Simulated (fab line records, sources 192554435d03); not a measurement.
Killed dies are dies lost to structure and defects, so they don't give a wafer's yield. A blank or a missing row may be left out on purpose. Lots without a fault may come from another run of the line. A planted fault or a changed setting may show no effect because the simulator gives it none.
fab line records | flow n5_finfet
record lots=5 wafers=15 last_day=17
route steps=1938 shown BEOL_M15@1779
lots that met no fault: from a run of the same line without faults
start_h: hours from the record's first day to the start of the lot's first wafer shown | wait_h: hours since the lot's step before | " the same as in the row above | L1.1+2: a row that stands for several wafers | - no value, or no start given | * or withheld: withheld | < > ~ a bound
route shown NAME@n: a module of which the file shows steps, and the number in the route of the first | usual: mean/standard deviation of fault-free wafers | same: alike in all rows | chamber/n: place in a boat | sites: the reading at each site | _std_site: their standard deviation | _edge_site: outer sites' mean less inner sites' | radius_mm: how far each site lies from the wafer's centre | mask NAME#n: copy n | behind: the tool/chamber that last shaped the wafer | hold: why the lot was held/for how many hours/how that ended | device: the transistor (n, p or np) that didn't switch | end of line: the same wafers' tests at the end of the route | a step without rows: its recipe alone | killed: dies lost to structure and defects at the first sort, not the wafer's yield | map: a wafer's dies, x killed, . not, _ none there
set.NAME: the setting as run; set.NAME@STEP: as run at that earlier step | model.NAME: the simulator's own value behind a step, which no gauge read
lots at some steps of the route; a table a step, a row a wafer
services: from which hour (start_h, from the record's first day; less than 0 if before it) a tool's chamber was out of use, for how many hours, and why
## steps
# step N5_BEOL_M15_EXPOSE_07
# recipe mask_id=V14 na=0.8 source_shape=annular sigma_inner=0.5 sigma_outer=0.8 polarization=unpolarized attpsm_phase_deg=180 dose_mj=41.25
# usual reticle_temp_C=23.01/0.11 stage_vel_mm_s=499.99/0.25
# columns lot.wafer tool chamber start_h wait_h mask reticle_temp_C stage_vel_mm_s
L078.2 krf_scanner-02 0 270.77 - V14#0 23.11 500.06
L078.3 " 0 " " V14#0 23.21 500.14
L078.4 " 0 " " V14#0 23.19 500.16
L077.1 krf_scanner-01 0 277.38 - V14#0 22.90 499.72
L077.2 " 0 " " V14#0 23.01 500.15
L077.5 " 0 " " V14#0 22.93 499.81
L079.1 krf_scanner-02 0 288.60 - V14#0 23.10 499.87
L079.3 " 0 " " V14#0 23.05 499.78
L079.5 " 0 " " V14#0 22.94 500.38
L087.2 krf_scanner-01 0 339.99 - V14#0 22.87 499.70
L087.3 " 0 " " V14#0 23.18 499.87
L087.6 " 0 " " V14#0 23.05 499.51
L097.3 krf_scanner-02 0 383.03 - V14#0 23.00 500.49
L097.4 " 0 " " V14#0 23.04 500.26
L097.5 " 0 " " V14#0 22.95 500.17
# step N5_BEOL_M15_PEB_08
# recipe peb_temp_c=130 peb_time_s=90
# usual exhaust_pa=45.0/0.94
# columns lot.wafer tool chamber start_h wait_h exhaust_pa
L078.2 litho_track-01 0 270.82 0.0 45.6
L078.3 " 0 " " 45.7
L078.4 " 0 " " 46.2
L077.1 litho_track-01 0 277.43 0.1 45.8
L077.2 " 0 " " 45.1
L077.5 " 0 " " 45.0
L079.1 litho_track-05 0 288.66 0.1 46.1
L079.3 " 0 " " 45.6
L079.5 " 0 " " 46.7
L087.2 litho_track-05 0 340.04 0.0 46.8
L087.3 " 0 " " 45.1
L087.6 " 0 " " 45.4
L097.3 litho_track-05 0 383.07 0.0 44.8
L097.4 " 0 " " 44.7
L097.5 " 0 " " 45.9
# step N5_BEOL_M15_DEVELOP_09
# recipe develop_time_s=45 rinse_liquid=diw dry=air_spin dev_temp_c=21
# usual exhaust_pa=44.9/0.82
# columns lot.wafer tool chamber start_h wait_h exhaust_pa
L078.2 litho_track-01 0 - - 45.6
L078.3 " 0 " " 45.0
L078.4 " 0 " " 46.5
L077.1 litho_track-01 0 - - 44.6
L077.2 " 0 " " 44.8
L077.5 " 0 " " 44.7
L079.1 litho_track-05 0 - - 45.7
L079.3 " 0 " " 44.8
L079.5 " 0 " " 45.4
L087.2 litho_track-05 0 - - 45.8
L087.3 " 0 " " 44.7
L087.6 " 0 " " 44.6
L097.3 litho_track-05 0 - - 47.0
L097.4 " 0 " " 45.1
L097.5 " 0 " " 46.2
# step N5_BEOL_M15_HARDBAKE_14
# recipe temp_c=130 time_s=120
# usual exhaust_pa=44.8/0.91
# columns lot.wafer tool chamber start_h wait_h exhaust_pa
L078.2 litho_track-01 0 - - 45.7
L078.3 " 0 " " 43.9
L078.4 " 0 " " 45.1
L077.1 litho_track-01 0 - - 44.2
L077.2 " 0 " " 43.9
L077.5 " 0 " " 43.4
L079.1 litho_track-05 0 - - 46.1
L079.3 " 0 " " 43.8
L079.5 " 0 " " 44.6
L087.2 litho_track-05 0 - - 45.5
L087.3 " 0 " " 44.1
L087.6 " 0 " " 45.1
L097.3 litho_track-05 0 - - 44.7
L097.4 " 0 " " 44.7
L097.5 " 0 " " 45.2
# step N5_BEOL_M15_CD_MEAS_10
# recipe target_cd_nm=360 landing_energy_ev=500 detector=se_inlens polarity=opening
# usual cd_nm=360.7/2.1
# columns lot.wafer tool chamber start_h wait_h cd_nm
L078.2 cd_sem-03 0 270.94 - 361.4
L078.3 " 0 " " 362.0
L078.4 " 0 " " 361.0
L077.1 cd_sem-03 0 277.55 - 359.8
L077.2 " 0 " " 363.6
L077.5 " 0 " " 361.1
L079.1 cd_sem-03 0 288.78 - 362.7
L079.3 " 0 " " 359.3
L079.5 " 0 " " 364.4
L087.2 cd_sem-02 0 340.16 - 361.2
L087.3 " 0 " " 362.4
L087.6 " 0 " " 361.5
L097.3 cd_sem-01 0 383.19 - 359.8
L097.4 " 0 " " 358.7
L097.5 " 0 " " 362.6
# step N5_BEOL_M15_OVL_MEAS_11
# recipe points_per_wafer=44
# usual V14_OVL=-2/5.7
# columns lot.wafer tool chamber start_h wait_h V14_OVL[nm]
L078.2 overlay-02 0 270.97 0.0 4
L078.3 " 0 " " 8
L078.4 " 0 " " 4
L077.1 overlay-02 0 277.58 0.0 -1
L077.2 " 0 " " 1
L077.5 " 0 " " 1
L079.1 overlay-02 0 288.81 0.0 -2
L079.3 " 0 " " -4
L079.5 " 0 " " -7
L087.2 overlay-02 0 340.19 0.0 -8
L087.3 " 0 " " -10
L087.6 " 0 " " -11
L097.3 overlay-01 0 383.22 0.0 0
L097.4 " 0 " " -4
L097.5 " 0 " " 6
# step N5_BEOL_M15_INSPECT_12
# recipe mode=adi inspect_instrument=macro
# usual raw_defect_count=2.1/1.4
# columns lot.wafer tool chamber start_h wait_h raw_defect_count
L078.2 defect_inspect-02 - 270.99 0.0 4
L078.3 " - " " 0
L078.4 " - " " 2
L077.1 defect_inspect-01 - 277.60 0.0 3
L077.2 " - " " 2
L077.5 " - " " 4
L079.1 defect_inspect-01 - 288.83 0.0 1
L079.3 " - " " 4
L079.5 " - " " 2
L087.2 defect_inspect-02 - 340.21 0.0 2
L087.3 " - " " 0
L087.6 " - " " 3
L097.3 defect_inspect-01 - 383.24 0.0 2
L097.4 " - " " 5
L097.5 " - " " 4
# step N5_BEOL_M15_DESCUM_15
# recipe chemistry=O2 time_s=7.9 source_power_w=50 bias_power_w=20 pressure_mtorr=20 rf_frequency_hz=2.712e+07 temp_c=40 o2_flow_sccm=225
# usual drypump_motor_current_A=5.8/0.48 oes_product_au=0.77/0.072 rf_vpp_V=242.8/1.1 showerhead_plenum_p_Torr=2.08/0.046 throttle_valve_pct=20.44/0.27
# columns lot.wafer tool chamber start_h wait_h drypump_motor_current_A oes_product_au rf_hours_counter_h rf_vpp_V showerhead_plenum_p_Torr throttle_valve_pct
L078.2 rie_diel-05 3 271.02 0.0 6.4 0.81 111 242.2 2.04 20.80
L078.3 " 1 " " 5.7 0.71 191 242.8 2.15 20.25
L078.4 " 3 " " 6.4 0.81 - 241.7 2.04 20.78
L077.1 rie_diel-05 2 277.64 0.0 5.9 0.78 132 243.1 2.11 20.29
L077.2 " 1 " " 5.6 0.71 194 246.0 2.15 20.27
L077.5 " 2 " " 5.9 0.79 - 244.5 2.11 20.28
L079.1 rie_diel-02 2 288.86 0.0 6.4 0.69 193 244.3 2.11 20.81
L079.3 " 1 " " 5.7 0.77 120 242.7 2.01 20.32
L079.5 " 3 " " 5.4 0.73 - 243.5 2.08 20.69
L087.2 rie_diel-02 3 340.25 0.0 5.4 0.72 210 241.5 2.07 20.71
L087.3 " 0 " " 5.4 0.81 95 242.7 2.06 20.16
L087.6 " 0 " " 5.4 0.80 - 242.8 2.06 20.16
L097.3 rie_diel-02 2 383.28 0.0 6.4 0.67 223 243.1 2.10 20.86
L097.4 " 2 " " 6.4 0.68 - 243.0 2.10 20.86
L097.5 " 1 " " 5.7 0.74 - 242.3 2.00 20.36
# step N5_BEOL_M15_ETCH_59
# recipe chemistry=N2/H2 target=BARC target_depth_a=890 overetch_a=267 time_s=67.9 ion_energy_ev=200 pressure_mtorr=30 source_w=840 bias_w=150 n2_flow_sccm=200 h2_flow_sccm=200
# usual bias_w=150.0/0.47 drypump_motor_current_A=5.8/0.48 oes_product_au=0.66/0.058 rf_vpp_V=523.1/1.9 showerhead_plenum_p_Torr=2.51/0.052 throttle_valve_pct=17.87/0.28
# columns lot.wafer tool chamber start_h wait_h bias_w drypump_motor_current_A oes_product_au rf_hours_counter_h rf_vpp_V showerhead_plenum_p_Torr throttle_valve_pct
L078.2 rie_diel-05 3 271.06 0.0 150.3 6.4 0.67 111 520.1 2.47 18.24
L078.3 " 1 " " 149.5 5.7 0.61 191 525.8 2.61 17.67
L078.4 " 3 " " 149.6 6.4 0.67 - 520.9 2.47 18.25
L077.1 rie_diel-05 2 277.67 0.0 150.5 5.9 0.67 132 524.8 2.53 17.55
L077.2 " 1 " " 149.4 5.7 0.60 194 527.2 2.60 17.64
L077.5 " 2 " " 150.7 5.8 0.67 - 524.2 2.53 17.54
L079.1 rie_diel-02 2 288.90 0.0 149.9 6.4 0.60 193 524.0 2.51 17.96
L079.3 " 1 " " 150.5 5.7 0.66 120 521.9 2.44 17.90
L079.5 " 3 " " 149.7 5.4 0.62 - 522.2 2.55 18.34
L087.2 rie_diel-02 3 340.28 0.0 149.0 5.4 0.61 210 521.8 2.54 18.36
L087.3 " 0 " " 150.1 5.4 0.71 95 521.4 2.49 17.60
L087.6 " 0 " " 149.7 5.4 0.70 - 521.1 2.49 17.58
L097.3 rie_diel-02 2 383.31 0.0 149.6 6.4 0.58 223 523.3 2.50 18.00
L097.4 " 2 " " 150.7 6.4 0.58 - 523.8 2.50 17.99
L097.5 " 1 " " 149.9 5.7 0.64 - 521.6 2.43 17.94
# step N5_BEOL_M15_VIA_ETCH_16
# recipe chemistry=C4F8/O2/Ar target=SiO2 he_inner_torr=15 he_outer_torr=30 target_depth_a=17922 time_s=withheld ion_energy_ev=800 pressure_mtorr=20 source_w=1905 bias_w=2040 Ar_flow_sccm=400 C4F8_flow_sccm=16 O2_flow_sccm=12 ends=cleared
# usual bias_w=2040/5.6 drypump_motor_current_A=5.8/0.48 he_outer_torr=30.00/0.059 oes_product_au=0.70/0.067 rf_vpp_V=2237/41 showerhead_plenum_p_Torr=3.39/0.061 throttle_valve_pct=30.74/0.26
# columns lot.wafer tool chamber start_h wait_h bias_w drypump_motor_current_A he_outer_torr oes_product_au rf_vpp_V showerhead_plenum_p_Torr throttle_valve_pct
L078.2 rie_diel-05 3 271.11 0.0 2043 6.4 30.10 0.73 2229 3.36 31.41
L078.3 " 1 " " 2036 5.7 30.02 0.65 2177 3.51 30.49
L078.4 " 3 " " 2046 6.4 29.95 0.72 2228 3.36 31.40
L077.1 rie_diel-05 2 277.72 0.0 2039 5.9 30.09 0.70 2163 3.44 30.50
L077.2 " 1 " " 2038 5.7 29.89 0.64 2175 3.51 30.50
L077.5 " 2 " " 2036 5.9 29.95 0.71 2163 3.44 30.52
L079.1 rie_diel-02 2 288.95 0.0 2039 6.5 30.08 0.62 2229 3.41 30.89
L079.3 " 1 " " 2040 5.7 29.98 0.70 2231 3.33 30.85
L079.5 " 3 " " 2044 5.4 29.98 0.66 2278 3.37 30.75
L087.2 rie_diel-02 3 340.33 0.0 2031 5.4 29.94 0.64 2279 3.36 30.73
L087.3 " 0 " " 2040 5.4 29.89 0.75 2289 3.36 30.50
L087.6 " 0 " " 2034 5.4 29.94 0.75 2290 3.36 30.52
L097.3 rie_diel-02 2 383.36 0.0 2046 6.4 29.94 0.61 2227 3.40 30.94
L097.4 " 2 " " 2037 6.5 29.93 0.60 2226 3.40 30.90
L097.5 " 1 " " 2036 5.7 29.96 0.67 2230 3.31 30.90
# step N5_BEOL_M15_STRIP_63
# recipe chemistry=O2 power_w=600 temp_c=60 pressure_mtorr=30 rf_frequency_hz=6e+07 bias_power_w=0 overash_fraction=0.3 o2_flow_sccm=225
# usual drypump_motor_current_A=5.8/0.48 oes_product_au=0.77/0.072 rf_vpp_V=3.7/0.77 showerhead_plenum_p_Torr=2.08/0.046 throttle_valve_pct=16.68/0.26
# columns lot.wafer tool chamber start_h wait_h drypump_motor_current_A oes_product_au rf_hours_counter_h rf_vpp_V showerhead_plenum_p_Torr throttle_valve_pct
L078.2 rie_diel-05 3 - - 6.4 0.80 111 4.0 2.05 16.97
L078.3 " 1 " " 5.6 0.72 191 3.4 2.16 16.52
L078.4 " 3 " " 6.4 0.80 - 2.7 2.05 16.96
L077.1 rie_diel-05 2 - - 5.9 0.78 132 4.7 2.12 16.55
L077.2 " 1 " " 5.6 0.70 194 3.7 2.16 16.56
L077.5 " 2 " " 5.9 0.79 - 3.0 2.12 16.55
L079.1 rie_diel-02 2 - - 6.4 0.69 193 4.4 2.11 17.08
L079.3 " 1 " " 5.7 0.76 120 3.0 2.02 16.58
L079.5 " 3 " " 5.4 0.73 - 3.7 2.08 16.95
L087.2 rie_diel-02 3 - - 5.4 0.71 210 3.1 2.08 16.99
L087.3 " 0 " " 5.4 0.82 95 2.9 2.06 16.39
L087.6 " 0 " " 5.4 0.82 - 4.9 2.06 16.38
L097.3 rie_diel-02 2 - - 6.4 0.67 224 4.8 2.10 17.09
L097.4 " 2 " " 6.5 0.66 - 4.5 2.10 17.10
L097.5 " 1 " " 5.7 0.74 - 2.2 2.01 16.62
# step N5_BEOL_M15_STRIP_64
# recipe chemistry=O2 power_w=600 temp_c=60 pressure_mtorr=30 rf_frequency_hz=6e+07 bias_power_w=0 overash_fraction=0.3 o2_flow_sccm=225
# usual drypump_motor_current_A=5.8/0.48 oes_product_au=0.77/0.072 rf_vpp_V=3.7/0.48 showerhead_plenum_p_Torr=2.08/0.046 throttle_valve_pct=16.68/0.26
# columns lot.wafer tool chamber start_h wait_h drypump_motor_current_A oes_product_au rf_hours_counter_h rf_vpp_V showerhead_plenum_p_Torr throttle_valve_pct
L078.2 rie_diel-05 3 - - 6.4 0.80 111 3.6 2.05 16.97
L078.3 " 1 " " 5.6 0.72 191 3.3 2.16 16.54
L078.4 " 3 " " 6.4 0.80 - 4.1 2.05 16.97
L077.1 rie_diel-05 2 - - 5.9 0.78 132 4.1 2.12 16.56
L077.2 " 1 " " 5.7 0.71 194 4.1 2.16 16.54
L077.5 " 2 " " 5.9 0.77 - 4.2 2.12 16.57
L079.1 rie_diel-02 2 - - 6.4 0.69 193 3.5 2.11 17.07
L079.3 " 1 " " 5.7 0.77 120 3.4 2.02 16.57
L079.5 " 3 " " 5.4 0.73 - 3.8 2.08 16.96
L087.2 rie_diel-02 3 - - 5.4 0.71 210 3.8 2.08 16.99
L087.3 " 0 " " 5.4 0.81 95 3.7 2.06 16.38
L087.6 " 0 " " 5.4 0.81 - 3.5 2.06 16.40
L097.3 rie_diel-02 2 - - 6.4 0.68 224 3.7 2.10 17.12
L097.4 " 2 " " 6.4 0.67 - 3.7 2.10 17.12
L097.5 " 1 " " 5.7 0.74 - 3.5 2.01 16.62
# step N5_BEOL_M15_STRIP_65
# recipe chemistry=post_etch_residue_remover time_s=60 temp_c=25 remover_ph=withheld remover_water_wt_pct=withheld remover_fluoride_wt_pct=withheld
# columns lot.wafer tool chamber start_h wait_h
L078.2+3+4 wet_bench-05 3,1,4 271.46 -
L077.1+2+5 wet_bench-05 7,1,5 278.07 -
L079.1+3+5 wet_bench-02 1,5,2 289.30 -
L087.2+3+6 wet_bench-01 5,2,7 340.69 -
L097.3+4+5 wet_bench-02 6,0,1 383.71 -
# step N5_BEOL_M15_SRD_66
# recipe time_s=30 temp_c=23 rinse_liquid=diw dry=n2_spin spin_rpm=1500 dry_time_s=30
# usual do_supply_ppb=9.99/0.1
# columns lot.wafer tool chamber start_h wait_h do_supply_ppb
L078.2 wet_bench-05 3 271.48 0.0 10.12
L078.3 " 1 " " 10.06
L078.4 " 4 " " 10.10
L077.1 wet_bench-05 7 278.09 0.0 10.00
L077.2 " 1 " " 9.91
L077.5 " 5 " " 9.90
L079.1 wet_bench-02 1 289.32 0.0 10.00
L079.3 " 5 " " 9.95
L079.5 " 2 " " 10.01
L087.2 wet_bench-01 5 340.71 0.0 9.97
L087.3 " 2 " " 9.77
L087.6 " 7 " " 9.89
L097.3 wet_bench-02 6 383.73 0.0 9.99
L097.4 " 0 " " 10.23
L097.5 " 1 " " 9.99
# step N5_BEOL_M15_CD_MEAS_17
# recipe target_cd_nm=360 polarity=opening
# usual cd_nm=361.1/2.6
# columns lot.wafer tool chamber start_h wait_h cd_nm
L078.2 cd_sem-02 - 271.52 0.0 361.9
L078.3 " - " " 363.2
L078.4 " - " " 364.2
L077.1 cd_sem-02 - 278.13 0.0 361.6
L077.2 " - " " 364.1
L077.5 " - " " 362.5
L079.1 cd_sem-01 - 289.36 0.0 364.4
L079.3 " - " " 358.8
L079.5 " - " " 365.3
L087.2 cd_sem-01 - 340.75 0.0 360.3
L087.3 " - " " 364.0
L087.6 " - " " 363.2
L097.3 cd_sem-02 - 383.78 0.0 359.0
L097.4 " - " " 357.4
L097.5 " - " " 359.9
# step N5_BEOL_M15_COAT_56
# recipe resist=SOC temp_c=250 time_s=60 spin_rpm=1500 resist_thk_nm=550
# usual dispense_pressure_kPa=50/3.2 exhaust_pa=45.0/0.84
# columns lot.wafer tool chamber start_h wait_h dispense_pressure_kPa exhaust_pa
L078.2 litho_track-02 0 271.56 0.0 50 45.4
L078.3 " 0 " " 50 45.5
L078.4 " 0 " " 50 44.1
L077.1 litho_track-01 0 278.17 0.0 53 45.9
L077.2 " 0 " " 53 44.9
L077.5 " 0 " " 53 45.7
L079.1 litho_track-01 0 289.40 0.0 53 45.5
L079.3 " 0 " " 53 45.2
L079.5 " 0 " " 53 46.2
L087.2 litho_track-05 0 340.79 0.0 45 45.3
L087.3 " 0 " " 45 45.3
L087.6 " 0 " " 45 44.8
L097.3 litho_track-05 0 383.82 0.0 45 43.5
L097.4 " 0 " " 45 44.1
L097.5 " 0 " " 45 45.5
# step N5_BEOL_M15_ETCH_57
# recipe chemistry=N2/H2 target=SOC source_w=3000 bias_w=350 time_s=750 ion_energy_ev=200 pressure_mtorr=30 n2_flow_sccm=200 h2_flow_sccm=200
# usual bias_w=350.0/0.96 drypump_motor_current_A=5.8/0.5 oes_product_au=0.77/0.07 rf_vpp_V=523.2/1.8 showerhead_plenum_p_Torr=2.52/0.055 throttle_valve_pct=17.76/0.27
# columns lot.wafer tool chamber start_h wait_h bias_w drypump_motor_current_A oes_product_au rf_hours_counter_h rf_vpp_V showerhead_plenum_p_Torr throttle_valve_pct
L078.2 rie_diel-05 3 271.62 - 349.8 6.4 0.79 111 520.9 2.47 18.14
L078.3 " 2 " " 349.7 5.9 0.78 130 522.8 2.53 17.44
L078.4 " 2 " " 351.0 5.9 0.78 - 524.8 2.53 17.42
L077.1 rie_diel-03 1 278.29 - 349.9 4.8 0.86 47 525.0 2.60 17.62
L077.2 " 0 " " 350.8 5.3 0.79 108 520.8 2.46 17.79
L077.5 " 0 " " 349.7 5.3 0.79 - 521.7 2.46 17.81
L079.1 rie_diel-02 1 289.72 - 348.9 5.7 0.77 121 520.4 2.44 17.76
L079.3 " 2 " " 350.1 6.4 0.69 193 523.0 2.51 17.85
L079.5 " 0 " " 349.4 5.4 0.84 - 521.4 2.49 17.44
L087.2 rie_diel-02 3 340.88 - 350.8 5.4 0.72 210 524.1 2.54 18.25
L087.3 " 0 " " 351.3 5.4 0.83 95 521.4 2.49 17.48
L087.6 " 3 " " 350.0 5.4 0.72 - 522.3 2.54 18.27
L097.3 rie_diel-02 3 384.06 - 351.0 5.4 0.70 225 523.5 2.54 18.28
L097.4 " 3 " " 351.2 5.4 0.71 - 523.5 2.54 18.29
L097.5 " 2 " " 348.7 6.4 0.67 - 523.4 2.50 17.90
# step N5_BEOL_M15_COAT_60
# recipe resist=BARC temp_c=205 time_s=60 spin_rpm=1500 resist_thk_nm=89
# usual dispense_pressure_kPa=50.2/2.6 exhaust_pa=45.0/0.87
# columns lot.wafer tool chamber start_h wait_h dispense_pressure_kPa exhaust_pa
L078.2 litho_track-02 0 272.12 0.3 49.6 46.4
L078.3 " 0 " " 49.6 43.9
L078.4 " 0 " " 49.6 44.6
L077.1 litho_track-01 0 278.79 0.3 52.7 46.2
L077.2 " 0 " " 52.6 45.2
L077.5 " 0 " " 52.6 44.5
L079.1 litho_track-01 0 290.22 0.3 52.6 46.4
L079.3 " 0 " " 52.6 44.5
L079.5 " 0 " " 52.6 45.2
L087.2 litho_track-02 0 341.39 0.3 49.6 45.0
L087.3 " 0 " " 49.7 44.3
L087.6 " 0 " " 49.6 44.7
L097.3 litho_track-02 0 384.56 0.3 49.6 45.5
L097.4 " 0 " " 49.6 45.8
L097.5 " 0 " " 49.6 46.7
# step N5_BEOL_M15_COAT_22
# recipe spin_rpm=1704 resist_thk_nm=800
# usual dispense_pressure_kPa=50.3/2.6 exhaust_pa=45.0/0.93
# columns lot.wafer tool chamber start_h wait_h dispense_pressure_kPa exhaust_pa
L078.2 litho_track-02 0 - - 49.8 45.7
L078.3 " 0 " " 49.7 44.4
L078.4 " 0 " " 49.7 44.1
L077.1 litho_track-01 0 - - 52.7 44.6
L077.2 " 0 " " 52.7 46.3
L077.5 " 0 " " 52.6 45.5
L079.1 litho_track-01 0 - - 52.7 44.0
L079.3 " 0 " " 52.7 43.8
L079.5 " 0 " " 52.7 43.7
L087.2 litho_track-02 0 - - 49.8 45.7
L087.3 " 0 " " 49.7 45.6
L087.6 " 0 " " 49.8 46.8
L097.3 litho_track-02 0 - - 49.7 45.8
L097.4 " 0 " " 49.7 45.3
L097.5 " 0 " " 49.6 44.7
# step N5_BEOL_M15_EBR_24
# recipe solvent=PGMEA ebr_width_mm=1.5
# usual exhaust_pa=44.8/0.85
# columns lot.wafer tool chamber start_h wait_h exhaust_pa
L078.2 litho_track-02 0 - - 45.5
L078.3 " 0 " " 46.0
L078.4 " 0 " " 45.8
L077.1 litho_track-01 0 - - 43.3
L077.2 " 0 " " 45.1
L077.5 " 0 " " 45.0
L079.1 litho_track-01 0 - - 43.4
L079.3 " 0 " " 42.8
L079.5 " 0 " " 44.0
L087.2 litho_track-02 0 - - 43.3
L087.3 " 0 " " 43.9
L087.6 " 0 " " 44.0
L097.3 litho_track-02 0 - - 46.2
L097.4 " 0 " " 46.7
L097.5 " 0 " " 45.1
# step N5_BEOL_M15_SOFTBAKE_23
# recipe temp_c=130 time_s=60
# usual exhaust_pa=45.2/0.78
# columns lot.wafer tool chamber start_h wait_h exhaust_pa
L078.2 litho_track-02 0 - - 47.4
L078.3 " 0 " " 44.7
L078.4 " 0 " " 45.0
L077.1 litho_track-01 0 - - 44.3
L077.2 " 0 " " 44.0
L077.5 " 0 " " 44.4
L079.1 litho_track-01 0 - - 46.3
L079.3 " 0 " " 45.8
L079.5 " 0 " " 45.9
L087.2 litho_track-02 0 - - 45.7
L087.3 " 0 " " 43.8
L087.6 " 0 " " 44.7
L097.3 litho_track-02 0 - - 45.1
L097.4 " 0 " " 45.4
L097.5 " 0 " " 44.1
# step N5_BEOL_M15_EXPOSE_25
# recipe mask_id=M15 na=0.8 source_shape=annular sigma_inner=0.5 sigma_outer=0.8 polarization=unpolarized target_cd_nm=400 dose_mj=35.5
# usual reticle_temp_C=22.99/0.11 stage_vel_mm_s=500.00/0.29
# columns lot.wafer tool chamber start_h wait_h mask reticle_temp_C stage_vel_mm_s
L078.2 krf_scanner-02 0 272.35 - M15#0 23.11 500.04
L078.3 " 0 " " M15#0 22.99 500.26
L078.4 " 0 " " M15#0 23.08 500.05
L077.1 krf_scanner-02 0 278.89 - M15#0 22.89 499.63
L077.2 " 0 " " M15#0 23.10 499.92
L077.5 " 0 " " M15#0 23.01 500.02
L079.1 krf_scanner-02 0 290.32 - M15#0 22.71 500.16
L079.3 " 0 " " M15#0 22.87 500.18
L079.5 " 0 " " M15#0 22.92 499.98
L087.2 krf_scanner-02 0 341.62 - M15#0 23.15 500.23
L087.3 " 0 " " M15#0 23.08 499.83
L087.6 " 0 " " M15#0 23.14 499.76
L097.3 krf_scanner-02 0 384.79 - M15#0 22.97 500.03
L097.4 " 0 " " M15#0 22.95 500.38
L097.5 " 0 " " M15#0 22.89 499.93
# step N5_BEOL_M15_PEB_26
# recipe peb_temp_c=130 peb_time_s=90
# usual exhaust_pa=45.2/0.92
# columns lot.wafer tool chamber start_h wait_h exhaust_pa
L078.2 litho_track-02 0 272.41 0.0 44.6
L078.3 " 0 " " 45.2
L078.4 " 0 " " 45.2
L077.1 litho_track-01 0 278.95 0.1 44.1
L077.2 " 0 " " 44.3
L077.5 " 0 " " 42.8
L079.1 litho_track-05 0 290.38 0.1 45.4
L079.3 " 0 " " 45.5
L079.5 " 0 " " 45.7
L087.2 litho_track-05 0 341.67 0.0 44.7
L087.3 " 0 " " 45.9
L087.6 " 0 " " 45.3
L097.3 litho_track-02 0 384.84 0.0 44.9
L097.4 " 0 " " 44.5
L097.5 " 0 " " 45.1
# step N5_BEOL_M15_DEVELOP_27
# recipe develop_time_s=45 rinse_liquid=diw dry=air_spin dev_temp_c=21
# usual exhaust_pa=45.0/0.92
# columns lot.wafer tool chamber start_h wait_h exhaust_pa
L078.2 litho_track-02 0 - - 45.1
L078.3 " 0 " " 44.6
L078.4 " 0 " " 45.7
L077.1 litho_track-01 0 - - 44.7
L077.2 " 0 " " 44.7
L077.5 " 0 " " 45.2
L079.1 litho_track-05 0 - - 43.7
L079.3 " 0 " " 46.4
L079.5 " 0 " " 43.3
L087.2 litho_track-05 0 - - 44.9
L087.3 " 0 " " 44.3
L087.6 " 0 " " 44.7
L097.3 litho_track-02 0 - - 44.2
L097.4 " 0 " " 44.0
L097.5 " 0 " " 44.6
# step N5_BEOL_M15_HARDBAKE_32
# recipe temp_c=130 time_s=120
# usual exhaust_pa=45.2/0.92
# columns lot.wafer tool chamber start_h wait_h exhaust_pa
L078.2 litho_track-02 0 - - 45.3
L078.3 " 0 " " 45.5
L078.4 " 0 " " 44.9
L077.1 litho_track-01 0 - - 45.8
L077.2 " 0 " " 45.5
L077.5 " 0 " " 44.3
L079.1 litho_track-05 0 - - 44.4
L079.3 " 0 " " 46.0
L079.5 " 0 " " 45.1
L087.2 litho_track-05 0 - - 45.0
L087.3 " 0 " " 46.4
L087.6 " 0 " " 46.1
L097.3 litho_track-02 0 - - 44.6
L097.4 " 0 " " 44.4
L097.5 " 0 " " 45.8
# step N5_BEOL_M15_CD_MEAS_28
# recipe target_cd_nm=407.6 landing_energy_ev=500 detector=se_inlens
# usual cd_nm=408.0/2.4
# columns lot.wafer tool chamber start_h wait_h cd_nm
L078.2 cd_sem-01 0 272.52 - 407.0
L078.3 " 0 " " 408.0
L078.4 " 0 " " 404.6
L077.1 cd_sem-03 0 279.06 - 409.5
L077.2 " 0 " " 409.3
L077.5 " 0 " " 408.9
L079.1 cd_sem-02 0 290.49 - 410.6
L079.3 " 0 " " 406.4
L079.5 " 0 " " 411.4
L087.2 cd_sem-02 0 341.78 - 412.2
L087.3 " 0 " " 408.8
L087.6 " 0 " " 410.3
L097.3 cd_sem-01 0 384.96 - 407.7
L097.4 " 0 " " 408.3
L097.5 " 0 " " 405.1
# step N5_BEOL_M15_OVL_MEAS_29
# recipe points_per_wafer=44
# usual M15_OVL=-1/5
# columns lot.wafer tool chamber start_h wait_h M15_OVL[nm]
L078.2 overlay-01 0 272.55 0.0 1
L078.3 " 0 " " 1
L078.4 " 0 " " -2
L077.1 overlay-01 0 279.09 0.0 1
L077.2 " 0 " " 2
L077.5 " 0 " " 3
L079.1 overlay-02 0 290.52 0.0 -8
L079.3 " 0 " " -1
L079.5 " 0 " " -4
L087.2 overlay-01 0 341.81 0.0 1
L087.3 " 0 " " 4
L087.6 " 0 " " 7
L097.3 overlay-01 0 384.98 0.0 -4
L097.4 " 0 " " 2
L097.5 " 0 " " -5
# step N5_BEOL_M15_INSPECT_30
# recipe mode=adi inspect_instrument=macro
# usual raw_defect_count=2.2/1.4
# columns lot.wafer tool chamber start_h wait_h raw_defect_count
L078.2 defect_inspect-01 - 272.58 0.0 1
L078.3 " - " " 2
L078.4 " - " " 3
L077.1 defect_inspect-01 - 279.12 0.0 1
L077.2 " - " " 2
L077.5 " - " " 3
L079.1 defect_inspect-01 - 290.55 0.0 3
L079.3 " - " " 3
L079.5 " - " " 3
L087.2 defect_inspect-02 - 341.84 0.0 1
L087.3 " - " " 1
L087.6 " - " " 1
L097.3 defect_inspect-01 - 385.01 0.0 2
L097.4 " - " " 2
L097.5 " - " " 1
## services
# columns tool chamber start_h hours kind
krf_scanner-02 - 248.43 1.3 repair
rie_diel-02 - 249.58 2.8 pm
rie_diel-03 2 261.75 - clean
rie_diel-03 2 261.75 - consumable_replace:focus_ring
rie_diel-03 2 261.75 24.2 scheduled_down
rie_diel-03 2 261.75 24.2 vent_cycle
rie_diel-05 0 269.66 - clean
rie_diel-05 0 269.66 - consumable_replace:focus_ring
rie_diel-05 0 269.66 24.8 scheduled_down
rie_diel-05 0 269.66 24.8 vent_cycle
krf_scanner-01 - 281.08 1.1 repair
krf_scanner-01 - 289.29 1.4 repair
wet_bench-01 - 292.02 1.6 repair
krf_scanner-02 - 306.25 1.0 pm
krf_scanner-02 0 311.05 - calibration
krf_scanner-02 - 311.51 1.3 pm
krf_scanner-01 - 321.44 1.3 pm
krf_scanner-02 - 339.54 0.9 repair
krf_scanner-02 - 344.31 0.3 repair
rie_diel-05 2 348.81 20.3 repair
krf_scanner-02 - 362.31 0.8 repair
krf_scanner-01 - 369.21 0.8 pm
krf_scanner-01 0 377.12 - calibration
krf_scanner-01 - 378.77 1.0 pm
## key
fault none
